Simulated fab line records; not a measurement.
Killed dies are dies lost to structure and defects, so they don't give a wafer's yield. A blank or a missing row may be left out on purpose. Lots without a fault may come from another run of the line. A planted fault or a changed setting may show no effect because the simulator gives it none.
fab line records	flow n5_finfet
record: lots: 6	wafers: 18	last_day: 18
route steps=1938 shown BEOL_M2@877 BEOL_M4@1111
lots that met no fault: from a run of the same line without faults
start_h: hours from the record's opening day to when the first of the lot's shown wafers began	wait_h: hours elapsed since this lot's preceding step	" as in the row above	L1.1+2: one row covering several wafers at once	- value missing, or start not given	* or withheld: withheld	< > ~ a bound
route shown NAME@n: NAME is a module with steps in the file, n the number in the route of the first one	usual: average and standard deviation across the fault-free wafers	same: alike in all rows	chamber/n: place in a boat	sites: the reading at each site	_std_site: the values' standard deviation	_edge_site: inner sites' mean taken away from outer sites' mean	radius_mm: how far each site lies from the wafer's centre	mask NAME#n: copy n	behind: tool/chamber where the wafer was last shaped	hold: cause of the lot's hold/its duration in hours/its outcome	device: which transistor (n, p or np) failed to switch	end of line: at the end of the route, the tests of the same wafers	for a step that has no rows: nothing shown but its recipe	killed: dies lost to structure and defects at the first sort, not the wafer's yield	map: shows each die of a wafer: x if killed, . if not, _ if none is there
set.NAME: the setting the step ran with; set.NAME@STEP: the setting that earlier step ran with	model.NAME: the simulator's own value behind a step, which no gauge read
lots at selected steps of the route; one table per step, one row per wafer
services: the hour from which a tool's chamber was out of use, counted from the record's first day as start_h (under 0 if before that day), plus the number of hours and why
== steps ==
step: N5_BEOL_M2_OVL_MEAS_29
recipe: points_per_wafer: 522
usual: V1_OVL: -0.2/0.59
lot.wafer	tool	chamber	start_h	wait_h	V1_OVL[nm]
L788.1	overlay-01	0	150.44	0.0	-0.2
L788.2	"	0	"	"	-0.3
L788.5	"	0	"	"	-0.5
L791.2	overlay-02	0	169.22	0.0	0.2
L791.4	"	0	"	"	-0.1
L791.5	"	0	"	"	-1.1
L794.2	overlay-01	0	186.77	0.0	0.0
L794.3	"	0	"	"	-0.8
L794.6	"	0	"	"	-0.2
L800.1	overlay-02	0	225.05	0.0	0.0
L800.2	"	0	"	"	-0.6
L800.3	"	0	"	"	-1.1
L801.2	overlay-01	0	240.09	0.0	-0.3
L801.4	"	0	"	"	-0.3
L801.6	"	0	"	"	-0.3
L807.1	overlay-02	0	259.62	0.0	0.3
L807.3	"	0	"	"	-1.2
L807.5	"	0	"	"	0.6
step: N5_BEOL_M2_INSPECT_30
recipe: mode: adi	inspect_instrument: brightfield
usual: raw_defect_count: 398/80
lot.wafer	tool	chamber	start_h	wait_h	raw_defect_count
L788.1	defect_inspect-02	-	150.50	0.1	330
L788.2	"	-	"	"	371
L788.5	"	-	"	"	295
L791.2	defect_inspect-01	-	169.28	0.0	388
L791.4	"	-	"	"	444
L791.5	"	-	"	"	466
L794.2	defect_inspect-01	-	186.83	0.0	409
L794.3	"	-	"	"	279
L794.6	"	-	"	"	398
L800.1	defect_inspect-01	-	225.11	0.1	522
L800.2	"	-	"	"	481
L800.3	"	-	"	"	488
L801.2	defect_inspect-01	-	240.14	0.0	254
L801.4	"	-	"	"	362
L801.6	"	-	"	"	453
L807.1	defect_inspect-01	-	259.67	0.1	370
L807.3	"	-	"	"	447
L807.5	"	-	"	"	506
step: N5_BEOL_M2_DESCUM_33
recipe: chemistry: O2	time_s: 7	source_power_w: 50	bias_power_w: 20	pressure_mtorr: 20	rf_frequency_hz: 2.712e+07	temp_c: 40	resist: CAR-EUV	o2_flow_sccm: 225
usual: drypump_motor_current_A: 5.6/0.56	oes_product_au: 0.73/0.053	rf_vpp_V: 242.8/1.4	showerhead_plenum_p_Torr: 2.06/0.066	throttle_valve_pct: 20.5/0.31
lot.wafer	tool	chamber	start_h	wait_h	drypump_motor_current_A	oes_product_au	rf_hours_counter_h	rf_vpp_V	showerhead_plenum_p_Torr	throttle_valve_pct
L788.1	rie_diel-06	1	151.82	1.3	5.5	0.70	178	242.4	2.00	20.9
L788.2	"	2	"	"	4.9	0.69	200	245.5	2.15	20.8
L788.5	"	2	"	"	4.9	0.69	-	245.7	2.15	20.8
L791.2	rie_diel-06	0	169.31	0.0	5.8	0.70	213	241.9	1.97	20.6
L791.4	"	1	"	"	5.5	0.70	187	241.2	2.00	20.9
L791.5	"	0	"	"	5.8	0.70	-	241.0	1.97	20.6
L794.2	rie_diel-05	2	186.86	0.0	6.3	0.71	199	242.8	2.08	20.8
L794.3	"	0	"	"	6.4	0.82	99	243.4	2.09	20.3
L794.6	"	3	"	"	5.4	0.85	-	242.9	2.04	20.3
L800.1	rie_diel-06	0	225.15	0.0	5.8	0.69	230	241.1	1.96	20.6
L800.2	"	2	"	"	4.9	0.67	225	244.4	2.15	20.9
L800.3	"	1	"	"	5.5	0.69	204	243.1	1.99	20.9
L801.2	rie_diel-06	1	240.17	0.0	5.5	0.69	209	241.4	1.99	20.9
L801.4	"	3	"	"	5.0	0.72	197	242.2	2.01	20.1
L801.6	"	3	"	"	5.0	0.71	-	242.7	2.01	20.1
L807.1	rie_diel-06	3	259.72	0.0	5.0	0.70	202	240.6	2.00	20.1
L807.3	"	1	"	"	5.5	0.68	215	242.3	1.99	21.0
L807.5	"	2	"	"	4.9	0.67	-	245.5	2.14	20.9
step: N5_BEOL_M2_ETCH_77
recipe: chemistry: N2/H2	target: underlayer	target_depth_a: 65	mask_material: CAR-EUV	time_s: 5.2	ion_energy_ev: 200	pressure_mtorr: 30	source_w: 840	bias_w: 150	n2_flow_sccm: 200	h2_flow_sccm: 200	ends: cleared
usual: drypump_motor_current_A: 5.6/0.56	etch_rf_on_time_s: 5.30/0.15	h2_flow_sccm: 200.0/0.55	oes_product_au: 0.62/0.046	rf_vpp_V: 522.8/2.6	showerhead_plenum_p_Torr: 2.50/0.082	throttle_valve_pct: 18.0/0.33
lot.wafer	tool	chamber	start_h	wait_h	drypump_motor_current_A	etch_rf_on_time_s	h2_flow_sccm	oes_product_au	rf_hours_counter_h	rf_vpp_V	showerhead_plenum_p_Torr	throttle_valve_pct
L788.1	rie_diel-06	1	151.87	0.0	5.5	5.24	200.6	0.61	178	521.4	2.42	18.3
L788.2	"	2	"	"	5.0	5.52	199.7	0.58	200	525.5	2.63	18.2
L788.5	"	2	"	"	4.9	5.51	200.3	0.58	-	523.4	2.63	18.3
L791.2	rie_diel-06	0	169.35	0.0	5.8	5.36	199.2	0.58	213	519.8	2.41	18.1
L791.4	"	1	"	"	5.5	5.25	200.2	0.60	187	519.9	2.42	18.3
L791.5	"	0	"	"	5.8	5.39	198.7	0.59	-	520.6	2.41	18.1
L794.2	rie_diel-05	2	186.90	0.0	6.3	5.31	199.0	0.60	199	524.1	2.53	18.4
L794.3	"	0	"	"	6.4	4.94	199.5	0.71	99	526.3	2.56	17.8
L794.6	"	3	"	"	5.5	5.35	200.7	0.72	-	522.6	2.48	17.7
L800.1	rie_diel-06	0	225.18	0.0	5.8	5.30	199.8	0.59	230	522.7	2.40	18.1
L800.2	"	2	"	"	4.9	5.53	200.4	0.56	225	527.9	2.62	18.3
L800.3	"	1	"	"	5.5	5.27	200.4	0.59	204	520.9	2.41	18.3
L801.2	rie_diel-06	1	240.21	0.0	5.5	5.26	199.3	0.58	209	519.4	2.41	18.3
L801.4	"	3	"	"	5.0	5.30	199.9	0.60	197	520.4	2.43	17.5
L801.6	"	3	"	"	5.0	5.30	199.7	0.60	-	521.3	2.43	17.6
L807.1	rie_diel-06	3	259.75	0.0	5.0	5.35	200.5	0.61	202	520.4	2.43	17.5
L807.3	"	1	"	"	5.5	5.32	200.1	0.58	215	518.3	2.41	18.4
L807.5	"	2	"	"	4.9	5.52	201.0	0.55	-	525.2	2.61	18.3
step: N5_BEOL_M2_ETCH_69
recipe: chemistry: CF4	target: SiARC	target_depth_a: 156	mask_material: CAR-EUV	time_s: 26	ion_energy_ev: 80	pressure_mtorr: 40	source_w: 545	bias_w: 36	Ar_flow_sccm: 100	cf4_flow_sccm: 100	ends: cleared
step: N5_BEOL_M2_ALD_98
recipe: material: SiO2	target_thk_a: 25	temp_c: 100	ald_precursor_family: BDEAS	ald_co_reactant: O2-plasma	pulse_time_s: 1	co_reactant_pulse_time_s: 1	purge_time_s: 2	co_reactant_purge_time_s: 2	ald_cycles: 17	pressure_torr: 2
step: N5_BEOL_M2_ETCHBACK_99
recipe: chemistry: CHF3	target: SiO2	target_depth_a: 50	time_s: 10.4	source_w: 215	bias_w: 47	Ar_flow_sccm: 200	CHF3_flow_sccm: 12	ion_energy_ev: 100	pressure_mtorr: 30
usual: drypump_motor_current_A: 5.9/0.55	oes_product_au: 0.74/0.049	rf_vpp_V: 243/4.8	showerhead_plenum_p_Torr: 2.15/0.071	throttle_valve_pct: 17.17/0.26
lot.wafer	tool	chamber	start_h	wait_h	drypump_motor_current_A	oes_product_au	rf_hours_counter_h	rf_vpp_V	showerhead_plenum_p_Torr	throttle_valve_pct
L788.1	rie_diel-06	1	159.80	7.7	5.5	0.72	183	249	2.05	17.46
L788.2	"	2	"	"	4.9	0.68	206	245	2.23	17.55
L788.5	"	1	"	"	5.5	0.71	-	249	2.05	17.46
L791.2	rie_diel-02	0	170.55	1.0	5.7	0.78	145	249	2.15	17.15
L791.4	"	1	"	"	6.7	0.82	77	236	2.28	16.83
L791.5	"	2	"	"	6.1	0.78	-	244	2.16	17.03
L794.2	rie_diel-02	1	190.50	2.3	6.7	0.81	83	235	2.28	16.84
L794.3	"	0	"	"	5.7	0.78	152	251	2.15	17.15
L794.6	"	2	"	"	6.1	0.77	-	243	2.16	17.03
L800.1	rie_diel-02	1	243.87	18.5	6.7	0.80	102	237	2.27	16.86
L800.2	"	2	"	"	6.1	0.74	133	243	2.15	17.08
L800.3	"	0	"	"	5.7	0.76	170	250	2.15	17.18
L801.2	rie_diel-02	3	256.89	16.5	5.7	0.70	230	239	2.14	17.37
L801.4	"	0	"	"	5.7	0.76	175	251	2.14	17.20
L801.6	"	3	"	"	5.7	0.70	-	239	2.14	17.37
L807.1	rie_diel-02	0	275.09	15.2	5.7	0.76	181	250	2.14	17.21
L807.3	"	1	"	"	6.7	0.79	113	237	2.27	16.89
L807.5	"	3	"	"	5.7	0.69	-	239	2.14	17.39
step: N5_BEOL_M2_ETCH_70
recipe: chemistry: N2/H2	target: SOC	target_depth_a: 800	overetch_a: 240	mask_material: SiARC	temp_c: 40	time_s: 130	ion_energy_ev: 200	pressure_mtorr: 30	source_w: 840	bias_w: 150	n2_flow_sccm: 200	h2_flow_sccm: 200
usual: drypump_motor_current_A: 5.9/0.55	h2_flow_sccm: 200.0/0.57	oes_product_au: 0.55/0.034	rf_vpp_V: 523.6/2.2	showerhead_plenum_p_Torr: 2.53/0.078	throttle_valve_pct: 17.8/0.31
lot.wafer	tool	chamber	start_h	wait_h	drypump_motor_current_A	h2_flow_sccm	oes_product_au	rf_hours_counter_h	rf_vpp_V	showerhead_plenum_p_Torr	throttle_valve_pct
L788.1	rie_diel-06	1	159.84	0.0	5.5	199.2	0.53	183	519.8	2.42	18.2
L788.2	"	2	"	"	5.0	198.6	0.51	206	524.6	2.62	18.2
L788.5	"	1	"	"	5.5	199.7	0.52	-	521.2	2.42	18.2
L791.2	rie_diel-02	0	170.59	0.0	5.7	200.1	0.57	145	524.2	2.53	17.7
L791.4	"	1	"	"	6.7	199.9	0.61	77	528.1	2.67	17.3
L791.5	"	2	"	"	6.1	200.2	0.58	-	524.3	2.57	17.8
L794.2	rie_diel-02	1	190.53	0.0	6.7	200.3	0.60	83	526.9	2.67	17.3
L794.3	"	0	"	"	5.7	200.1	0.57	152	523.5	2.53	17.7
L794.6	"	2	"	"	6.1	199.7	0.58	-	524.7	2.57	17.9
L800.1	rie_diel-02	1	243.90	0.0	6.7	199.8	0.58	102	527.2	2.66	17.4
L800.2	"	2	"	"	6.1	200.2	0.56	134	523.0	2.56	17.9
L800.3	"	0	"	"	5.7	199.0	0.56	170	523.0	2.52	17.8
L801.2	rie_diel-02	3	256.92	0.0	5.7	200.2	0.51	231	522.4	2.49	17.9
L801.4	"	0	"	"	5.7	200.5	0.56	175	524.3	2.52	17.8
L801.6	"	3	"	"	5.8	200.3	0.51	-	523.8	2.49	17.9
L807.1	rie_diel-02	0	275.13	0.0	5.7	199.3	0.56	181	524.4	2.52	17.8
L807.3	"	1	"	"	6.7	199.2	0.58	113	527.6	2.66	17.4
L807.5	"	3	"	"	5.7	199.6	0.51	-	523.8	2.49	17.9
step: N5_BEOL_M2_STRIP_71
recipe: chemistry: N2/H2	temp_c: 40	n2_flow_sccm: 200	h2_flow_sccm: 200	rf_frequency_hz: 6e+07
step: N5_BEOL_M2_STRIP_78
recipe: chemistry: N2/H2	temp_c: 40	n2_flow_sccm: 200	h2_flow_sccm: 200	rf_frequency_hz: 6e+07
step: N5_BEOL_M2_VIA_ETCH_34
recipe: chemistry: C4F6/O2	target_depth_a: 694	mask_material: SOC	pressure_mtorr: 15	ion_energy_ev: 250	taper_deg: 4	time_s: 65.9	source_w: 350	bias_w: 170	Ar_flow_sccm: 300	C4F6_flow_sccm: 10	O2_flow_sccm: 10
usual: drypump_motor_current_A: 5.9/0.55	oes_product_au: 0.74/0.049	rf_vpp_V: 672/13	showerhead_plenum_p_Torr: 2.84/0.09	throttle_valve_pct: 30.9/0.36
lot.wafer	tool	chamber	start_h	wait_h	drypump_motor_current_A	oes_product_au	rf_hours_counter_h	rf_vpp_V	showerhead_plenum_p_Torr	throttle_valve_pct
L788.1	rie_diel-06	1	159.95	0.0	5.5	0.71	183	687	2.71	31.3
L788.2	"	2	"	"	4.9	0.67	206	678	2.94	31.4
L788.5	"	1	"	"	5.5	0.71	-	688	2.71	31.3
L791.2	rie_diel-02	0	170.70	0.0	5.7	0.78	145	691	2.85	30.8
L791.4	"	1	"	"	6.7	0.82	77	654	3.01	30.5
L791.5	"	2	"	"	6.1	0.78	-	674	2.85	30.7
L794.2	rie_diel-02	1	190.64	0.0	6.7	0.81	83	656	3.00	30.5
L794.3	"	0	"	"	5.7	0.77	152	690	2.84	30.8
L794.6	"	2	"	"	6.1	0.76	-	674	2.85	30.7
L800.1	rie_diel-02	1	244.01	0.0	6.7	0.80	102	653	3.00	30.5
L800.2	"	2	"	"	6.1	0.75	134	673	2.84	30.7
L800.3	"	0	"	"	5.7	0.77	170	690	2.83	30.8
L801.2	rie_diel-02	3	257.03	0.0	5.7	0.70	231	662	2.83	31.2
L801.4	"	0	"	"	5.7	0.77	175	690	2.83	30.8
L801.6	"	3	"	"	5.7	0.70	-	661	2.83	31.2
L807.1	rie_diel-02	0	275.23	0.0	5.7	0.75	181	691	2.83	30.9
L807.3	"	1	"	"	6.7	0.78	113	653	2.99	30.5
L807.5	"	3	"	"	5.7	0.68	-	663	2.82	31.2
step: N5_BEOL_M2_STRIP_83
recipe: chemistry: C4F6/O2	resist: SiARC	rf_frequency_hz: 6e+07
step: N5_BEOL_M2_STRIP_36
recipe: chemistry: N2/H2	power_w: 450	temp_c: 40	pressure_mtorr: 20	rf_frequency_hz: 6e+07	overash_fraction: 0.3	bias_power_w: 7	h2_frac: 0.5	n2_flow_sccm: 200	h2_flow_sccm: 200
usual: chamber_pressure_mTorr: 20.003/0.03	drypump_motor_current_A: 5.9/0.55	h2_flow_sccm: 200.0/0.63	oes_product_au: 0.74/0.052	rf_vpp_V: 59.0/1.5	showerhead_plenum_p_Torr: 2.53/0.078	throttle_valve_pct: 23.6/0.41
lot.wafer	tool	chamber	start_h	wait_h	chamber_pressure_mTorr	drypump_motor_current_A	h2_flow_sccm	oes_product_au	rf_hours_counter_h	rf_vpp_V	showerhead_plenum_p_Torr	throttle_valve_pct
L788.1	rie_diel-06	1	160.01	0.0	20.005	5.4	200.9	0.70	183	57.9	2.42	24.2
L788.2	"	2	"	"	20.003	4.9	200.5	0.68	206	59.4	2.62	24.0
L788.5	"	1	"	"	19.963	5.5	199.5	0.69	-	57.3	2.42	24.2
L791.2	rie_diel-02	0	170.76	0.0	25.992	5.7	200.9	0.80	145	58.0	2.53	23.4
L791.4	"	1	"	"	26.017	6.7	199.7	0.82	77	61.6	2.67	22.9
L791.5	"	2	"	"	26.030	6.1	200.2	0.79	-	56.3	2.56	23.7
L794.2	rie_diel-02	1	190.70	0.0	26.032	6.7	198.6	0.82	83	59.4	2.66	22.9
L794.3	"	0	"	"	25.991	5.7	199.9	0.79	152	57.5	2.52	23.4
L794.6	"	2	"	"	26.020	6.1	200.4	0.78	-	62.2	2.56	23.7
L800.1	rie_diel-02	1	244.07	0.0	20.021	6.7	200.4	0.80	102	58.3	2.66	22.9
L800.2	"	2	"	"	19.977	6.1	200.3	0.77	134	59.0	2.55	23.7
L800.3	"	0	"	"	20.027	5.7	200.3	0.76	170	58.5	2.52	23.4
L801.2	rie_diel-02	3	257.09	0.0	20.001	5.7	199.5	0.69	231	60.0	2.49	23.7
L801.4	"	0	"	"	19.914	5.7	199.9	0.76	175	56.5	2.52	23.4
L801.6	"	3	"	"	19.984	5.7	199.1	0.70	-	60.7	2.49	23.7
L807.1	rie_diel-02	0	275.29	0.0	20.025	5.7	200.1	0.75	181	57.5	2.51	23.4
L807.3	"	1	"	"	20.050	6.7	200.9	0.80	113	60.9	2.65	23.0
L807.5	"	3	"	"	20.022	5.7	199.7	0.69	-	57.5	2.48	23.7
step: N5_BEOL_M2_TRENCH_ETCH_37
recipe: chemistry: C4F6/O2	target_depth_a: 555.55	target: SiOC	time_s: 29.2	ion_energy_ev: 250	pressure_mtorr: 30	source_w: 355	bias_w: 185	Ar_flow_sccm: 300	C4F6_flow_sccm: 10	O2_flow_sccm: 10
step: N5_BEOL_M4_RC_MEAS_101
usual: DIBL_N: 36.3/2	DIBL_P: 36.3/2.4	IOFF_N: 0.16/0.034	IOFF_P: 0.21/0.035	ION_N: 672/12	ION_P: 459/6.5	SS_N: 71.6/0.67	SS_P: 73.3/0.71	VT_N: 250/3.5	VT_P: -251/3
lot.wafer	tool	chamber	start_h	wait_h	DIBL_N[mV/V]	DIBL_P[mV/V]	IOFF_N[nA/um]	IOFF_P[nA/um]	ION_N[uA/um]	ION_P[uA/um]	SS_N[mV/dec]	SS_P[mV/dec]	VT_N[mV]	VT_P[mV]
L788.1	prober-02	0	184.66	0.0	33.2	31.9	0.11	0.14	658	449	70.6	71.5	254	-256
L788.2	"	0	"	"	32.4	31.4	0.10	0.14	661	463	70.6	72.0	255	-257
L788.5	"	0	"	"	34.3	33.2	0.13	0.16	681	466	71.1	72.6	254	-253
L791.2	prober-01	0	200.65	0.2	33.3	34.2	0.12	0.17	661	459	70.4	72.8	255	-254
L791.4	"	0	"	"	36.5	36.6	0.17	0.21	681	462	71.0	73.9	248	-250
L791.5	"	0	"	"	32.1	32.3	0.10	0.15	662	454	70.0	72.3	256	-254
L794.2	prober-02	0	242.64	0.2	40.5	39.7	0.23	0.25	679	456	72.6	73.8	246	-248
L794.3	"	0	"	"	39.3	38.1	0.19	0.21	682	453	72.3	73.6	247	-253
L794.6	"	0	"	"	38.8	38.8	0.19	0.22	686	465	72.7	73.6	247	-251
L800.1	prober-01	0	286.38	0.0	35.8	36.9	0.16	0.23	665	459	71.2	72.6	248	-249
L800.2	"	0	"	"	35.9	35.9	0.16	0.22	663	457	72.1	73.2	247	-246
L800.3	"	0	"	"	37.4	37.9	0.19	0.26	681	467	72.0	73.2	247	-247
L801.2	prober-02	0	303.11	0.2	36.4	37.4	0.15	0.21	669	465	71.6	72.7	252	-247
L801.4	"	0	"	"	33.7	33.8	0.12	0.17	669	471	70.9	71.8	252	-251
L801.6	"	0	"	"	36.4	36.4	0.15	0.20	660	458	71.6	73.0	250	-249
L807.1	prober-02	0	313.61	0.0	36.3	35.7	0.15	0.19	676	459	71.8	73.6	250	-250
L807.3	"	0	"	"	37.1	37.6	0.19	0.22	690	469	71.8	74.6	248	-247
L807.5	"	0	"	"	37.9	38.6	0.20	0.23	691	467	72.2	74.5	247	-248
== services ==
tool	chamber	start_h	hours	kind
rie_diel-06	0	138.95	18.3	repair
rie_diel-05	-	146.10	14.6	pm
rie_diel-05	0	161.45	14.5	repair
rie_diel-05	2	176.47	4.3	repair
rie_diel-02	-	212.23	1.0	repair
rie_diel-06	-	227.77	0.4	repair
rie_diel-05	3	229.94	6.9	repair
rie_diel-05	2	235.44	7.4	repair
rie_diel-05	-	260.09	1.4	repair
== key ==
first_sign: step: N5_BEOL_M2_STRIP_36	reading: chamber_pressure_mTorr	direction: up	sigmas: 99+	usual: *	struck: *
effect none on later readings
met_at N5_BEOL_M2_STRIP_36
struck_wafers L791.2,L791.4,L791.5,L794.2,L794.3,L794.6
fault: kind: process_parameter_drift	tool: rie_diel-02	chamber: -	onset_h: 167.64	steps: N5_BEOL_M2_STRIP_36	channel: pressure_mtorr	offset: *	shape: step	end_h: 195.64	acts_in: *	stated: *
